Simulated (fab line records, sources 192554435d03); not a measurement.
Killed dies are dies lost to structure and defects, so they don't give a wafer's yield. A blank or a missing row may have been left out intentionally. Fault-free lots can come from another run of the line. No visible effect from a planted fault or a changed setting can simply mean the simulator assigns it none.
Matching of chambers || flow n5_finfet || N5_BEOL_M9_CMP_52 on cmp-04 has 4 sister chambers
The step polishes, stops on SiCOH lowk, t overpolish 7 s, target thk 140 nm. 8 wafers are shown with their chamber, then 7 later ones without.

== WAFERS WITH THEIR CHAMBER ==
{"wafer": "L076.1", "chamber": 1, "motor_current_A (A)": 4.8, "time_to_endpoint_s (s)": 64.1}
{"wafer": "L076.2", "chamber": 0, "motor_current_A (A)": 6.8, "time_to_endpoint_s (s)": 63.0}
{"wafer": "L075.6", "chamber": 2, "motor_current_A (A)": 6.2, "time_to_endpoint_s (s)": 67.0}
{"wafer": "L081.2", "chamber": 1, "motor_current_A (A)": 5.5, "time_to_endpoint_s (s)": 64.7}
{"wafer": "L081.5", "chamber": 2, "motor_current_A (A)": 6.2, "time_to_endpoint_s (s)": 65.3}
{"wafer": "L081.6", "chamber": 3, "motor_current_A (A)": 5.9, "time_to_endpoint_s (s)": 65.4}
{"wafer": "L084.2", "chamber": 3, "motor_current_A (A)": 6.5, "time_to_endpoint_s (s)": 64.3}
{"wafer": "L084.4", "chamber": 0, "motor_current_A (A)": 6.8, "time_to_endpoint_s (s)": 61.5}

== WAFERS WHOSE CHAMBER IS MISSING ==
{"wafer": "L084.5", "motor_current_A (A)": 5.8, "time_to_endpoint_s (s)": 66.7}
{"wafer": "L097.1", "motor_current_A (A)": 6.6, "time_to_endpoint_s (s)": 68.3}
{"wafer": "L097.2", "motor_current_A (A)": 6.9, "time_to_endpoint_s (s)": 69.8}
{"wafer": "L097.5", "motor_current_A (A)": 6.3, "time_to_endpoint_s (s)": 71.5}
{"wafer": "L095.4", "motor_current_A (A)": 5.4, "time_to_endpoint_s (s)": 66.4}
{"wafer": "L095.5", "motor_current_A (A)": 5.2, "time_to_endpoint_s (s)": 66.0}
{"wafer": "L095.6", "motor_current_A (A)": 5.9, "time_to_endpoint_s (s)": 64.0}

== WHICH CHAMBER EACH WENT THROUGH ==
{"wafer": "L084.5", "from the rows above": "can't be placed: 2 or 3 or 1", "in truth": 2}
{"wafer": "L097.1", "from the rows above": "can't be placed: 2 or 3", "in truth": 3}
{"wafer": "L097.2", "from the rows above": "can't be placed: 2 or 3", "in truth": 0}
{"wafer": "L097.5", "from the rows above": "can't be placed: 2 or 3", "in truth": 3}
{"wafer": "L095.4", "from the rows above": "can't be placed: 1 or 2 or 3", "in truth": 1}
{"wafer": "L095.5", "from the rows above": "can't be placed: 1 or 2 or 3", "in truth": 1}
{"wafer": "L095.6", "from the rows above": "can't be placed: 3 or 1 or 2", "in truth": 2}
Correctly placed: 0 of 7. Cannot be placed on the basis of these rows: 7; the candidates contain the true chamber in 6. 0 placed wrongly.
How it was worked out, from the rows above alone: a wafer's distance from a chamber is the root of the sum, over the readings, of the square of ((its reading less the chamber's mean) divided by the reading's scatter). The wafer belongs to the nearest chamber; if the next one is less than 2 further off, it can't be placed. The mean given for a chamber averages the wafers shown for that chamber. The scatter: the root of (the sum of the squares of (reading less its chamber's mean) over the shown wafers, divided by (wafers less chambers)).
